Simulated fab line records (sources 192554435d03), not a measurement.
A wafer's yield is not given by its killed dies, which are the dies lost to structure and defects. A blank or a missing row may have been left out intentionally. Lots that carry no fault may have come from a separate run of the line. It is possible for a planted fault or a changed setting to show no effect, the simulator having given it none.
Matching of chambers    flow n5Finfet    pecvd-04 running N5_BEOL_M4_PECVD_72: 3 sister chambers
The step deposits SiO2 from TEOS/O2, target thk 16 nm, time 18 s. 6 wafers are shown with their chamber, then 8 later ones without.

## WAFERS, EACH WITH ITS CHAMBER
wafer   chamber  showerheadPlenumPTorr (Torr)  throttleValvePct (%)
L085.1  0        8.70                          23.3
L085.3  1        8.89                          22.2
L086.3  2        8.72                          23.3
L086.5  2        8.73                          23.2
L086.6  1        8.90                          21.8
L087.3  0        8.68                          22.7

## WAFERS WITH NO CHAMBER GIVEN
wafer   showerheadPlenumPTorr (Torr)  throttleValvePct (%)
L087.4  8.87                          22.2
L087.5  8.89                          22.3
L092.1  8.70                          22.8
L092.2  8.88                          22.1
L092.5  8.88                          22.1
L094.1  8.73                          23.4
L094.2  8.69                          22.9
L094.4  8.69                          23.1

## WHICH CHAMBER EACH ONE RAN IN
wafer   from the rows above      in truth
L087.4  1                        1
L087.5  1                        1
L092.1  can't be placed: 0 or 2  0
L092.2  1                        1
L092.5  1                        1
L094.1  2                        2
L094.2  0                        0
L094.4  0                        0
7 of 8 placed correctly. From these rows, 1 cannot be placed; in 1 the true chamber is one of the candidates. Number placed wrongly: 0.
How it was worked out, from the rows above alone: a wafer's distance from a chamber is the root of the sum, over the readings, of the square of ((its reading less the chamber's mean) divided by the reading's scatter). The wafer belongs to the nearest chamber; if the next one is less than 2 further off, it can't be placed. For every chamber, the mean is computed from those of its wafers that are shown. The scatter is the square root of a quotient: the sum, over the shown wafers, of each reading's squared deviation from its chamber's mean, divided by wafers minus chambers.
